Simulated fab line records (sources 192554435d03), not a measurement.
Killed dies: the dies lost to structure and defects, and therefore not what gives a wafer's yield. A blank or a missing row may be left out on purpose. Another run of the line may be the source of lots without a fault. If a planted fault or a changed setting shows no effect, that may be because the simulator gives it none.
Which tool is to blame? | flow n5Finfet | 10 lots with 29 wafers sampled at 2 steps, on a route of 1938 steps

WHAT THE GAUGES READ, wafer by wafer
N5_BEOL_M11_CD_MEAS_35 targets a cd of 70 nm.
lot  | measured     | on       | cdNm (nm)
L936 | day 11 11:18 | cdSem-01 | 70.4 71.1 70.9
L935 | day 12 01:21 | cdSem-03 | 68.9 70.8 69.6
L940 | day 13 03:46 | cdSem-02 | 70.0 70.9 70.3
L944 | day 13 20:22 | cdSem-01 | 72.4 71.6
L948 | day 15 11:04 | cdSem-01 | 70.7 69.6 70.1
L951 | day 16 15:07 | cdSem-02 | 70.3 69.7 69.3
L953 | day 17 02:41 | cdSem-02 | 70.0 70.9 70.9
L955 | day 18 01:58 | cdSem-03 | 70.9 69.4 70.0
L958 | day 18 02:52 | cdSem-03 | 68.7 70.1 69.9
L956 | day 18 01:59 | cdSem-01 | 69.9 70.6 70.5

WHAT TOOL EACH LOT RAN ON (gives the tool, then ch and the chambers of the sampled wafers, and finally the start)
lot  | N5_BEOL_M11_ETCH_62
L936 | rieDiel-02 ch 1,2,3, day 11 07:56
L935 | rieDiel-01 ch 0,2, day 11 16:17
L940 | rieDiel-02 ch 0,1,3, day 13 01:18
L944 | rieDiel-01 ch 0, day 13 18:40
L948 | rieDiel-02 ch 0,1, day 15 09:13
L951 | rieDiel-01 ch 0,2,3, day 16 13:35
L953 | rieDiel-03 ch 0,3, day 16 22:32
L955 | rieDiel-01 ch 1,2,3, day 17 22:46
L958 | rieDiel-01 ch 1,3, day 17 23:01
L956 | rieDiel-01 ch 2,3, day 17 23:16
- N5_BEOL_M11_ETCH_62: etches SOC in N2/H2, target depth 110 nm, overetch 22 nm, time 165 s.

AS READ BY THE TOOLS THEMSELVES (means over the sampled wafers that have a number; for cases with no such wafer, the mark the record gives instead)
N5_BEOL_M11_ETCH_62.
lot  | tool       | chamberPressureMTorr (mTorr) | drypumpMotorCurrentA (A) | oesProductAu (a.u.) | rfVppV (V) | showerheadPlenumPTorr (Torr) | throttleValvePct (%)
L936 | rieDiel-02 | 30.002                       | 5.4                      | 0.66                | 526.1      | 2.61                         | 18.05
L935 | rieDiel-01 | 30.003                       | 5.6                      | 0.60                | 524.5      | 2.57                         | 18.19
L940 | rieDiel-02 | 29.979                       | 5.5                      | 0.68                | 525.6      | 2.60                         | 17.84
L944 | rieDiel-01 | 29.974                       | 5.8                      | 0.58                | 522.8      | 2.52                         | 18.21
L948 | rieDiel-02 | 30.034                       | 5.7                      | 0.65                | 522.7      | 2.52                         | 17.77
L951 | rieDiel-01 | 30.005                       | 5.9                      | 0.58                | 523.0      | 2.52                         | 18.21
L953 | rieDiel-03 | 29.999                       | 5.4                      | 0.60                | 522.4      | 2.51                         | 18.21
L955 | rieDiel-01 | 29.988                       | 6.0                      | 0.66                | 522.1      | 2.51                         | 18.12
L958 | rieDiel-01 | 30.034                       | 6.4                      | 0.67                | 520.6      | 2.44                         | 18.05
L956 | rieDiel-01 | 30.028                       | 6.2                      | 0.58                | 521.8      | 2.48                         | 18.17

THE ANSWER, worked out from the rows above alone
Rule: usual is defined by the lots themselves. Put in order of their means at a reading, lots are off if they are a third of the lots or fewer, leave a main group of 4 or more, and stand apart from it by a gap of 3 or more times the standard deviation of the main group's means; of several such gaps the widest counts. A main group whose means are all the same, to the digits that the tables above print for the reading, isn't used. A lot without any number at a reading at which 4 lots or more have one is off too. The other lots that the step has rows for count as sound. The gauges are gone through in route order, then the tools' own readings, and for those a lot's mean is taken as printed above. The first step at which some lot is off is used, and at that step the reading that is off furthest; a lot without a number counts as furthest.
Off: L944 (N5_BEOL_M11_CD_MEAS_35, cdNm). For the main group the mean is 70.2 nm and the standard deviation 0.39.
If a tool, at a process step before that reading, ran all the lots that are off and no sound lot after the first of them, it fits. The gauges at N5_BEOL_M11_CD_MEAS_35 are tried like those tools. Of those tried, none fits.

WHAT THE SIMULATOR HAD PUT IN
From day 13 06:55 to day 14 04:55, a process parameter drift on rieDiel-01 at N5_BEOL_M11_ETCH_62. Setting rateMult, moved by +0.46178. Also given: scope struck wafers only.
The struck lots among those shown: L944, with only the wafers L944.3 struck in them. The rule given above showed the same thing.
